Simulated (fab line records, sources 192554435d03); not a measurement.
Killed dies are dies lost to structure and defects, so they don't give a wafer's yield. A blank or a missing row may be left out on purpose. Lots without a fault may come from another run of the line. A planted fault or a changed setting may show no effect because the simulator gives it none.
Chamber matching | flow n5_finfet | N5_BEOL_M3_DESCUM_33 on rie_diel-01: 4 sister chambers
The step chemistry O2, time 7 s. 16 wafers are shown with their chamber, then 8 later ones without.

WAFERS WITH THEIR CHAMBER
wafer  | chamber | drypump_motor_current_A (A) | throttle_valve_pct (%) | showerhead_plenum_p_Torr (Torr)
L081.3 | 0       | 6.3                         | 20.03                  | 2.05
L081.4 | 3       | 6.2                         | 20.48                  | 2.02
L081.5 | 1       | 5.4                         | 20.13                  | 1.98
L082.2 | 3       | 6.2                         | 20.49                  | 2.02
L082.4 | 1       | 5.4                         | 20.13                  | 1.98
L082.5 | 2       | 5.9                         | 20.60                  | 2.11
L084.1 | 0       | 6.4                         | 20.02                  | 2.05
L084.2 | 3       | 6.2                         | 20.48                  | 2.02
L084.3 | 2       | 5.9                         | 20.60                  | 2.11
L086.1 | 3       | 6.2                         | 20.48                  | 2.02
L086.2 | 0       | 6.3                         | 20.05                  | 2.05
L086.4 | 2       | 5.9                         | 20.59                  | 2.10
L090.2 | 3       | 6.2                         | 20.51                  | 2.02
L090.4 | 0       | 6.4                         | 20.03                  | 2.05
L090.5 | 1       | 5.4                         | 20.15                  | 1.97
L092.1 | 2       | 5.9                         | 20.62                  | 2.10

SIGNATURES (means of the wafers above)
reading                  | chamber 0 | chamber 1 | chamber 2 | chamber 3 | scatter within a chamber
drypump_motor_current_A  | 6.350     | 5.400     | 5.900     | 6.200     | 0.0289
throttle_valve_pct       | 20.0325   | 20.1367   | 20.6025   | 20.4880   | 0.0126
showerhead_plenum_p_Torr | 2.0500    | 1.9767    | 2.1050    | 2.0200    | 0.00373
Rule: a wafer's distance from a chamber is the root of the sum, over the readings, of the square of ((its reading less the chamber's mean) divided by the reading's scatter). The wafer belongs to the nearest chamber; if the next one is less than 2 further off, it can't be placed. The scatter: the root of (the sum of the squares of (reading less its chamber's mean) over the shown wafers, divided by (wafers less chambers)).

WAFERS WITHOUT THEIR CHAMBER
wafer  | drypump_motor_current_A (A) | throttle_valve_pct (%) | showerhead_plenum_p_Torr (Torr)
L092.4 | 6.3                         | 20.05                  | 2.04
L092.5 | 5.9                         | 20.62                  | 2.10
L095.2 | 5.4                         | 20.18                  | 1.97
L095.3 | 5.9                         | 20.62                  | 2.10
L095.4 | 6.2                         | 20.51                  | 2.02
L096.1 | 5.9                         | 20.63                  | 2.10
L096.4 | 6.3                         | 20.07                  | 2.04
L096.5 | 5.5                         | 20.16                  | 1.97

WHICH CHAMBER EACH WENT THROUGH
wafer  | from the rows above | in truth
L092.4 | 0                   | 0
L092.5 | 2                   | 2
L095.2 | 1                   | 1
L095.3 | 2                   | 2
L095.4 | 3                   | 3
L096.1 | 2                   | 2
L096.4 | 0                   | 0
L096.5 | 1                   | 1
Placed correctly: 8 of 8. Can't be placed from these rows: 0. Placed wrongly: 0.
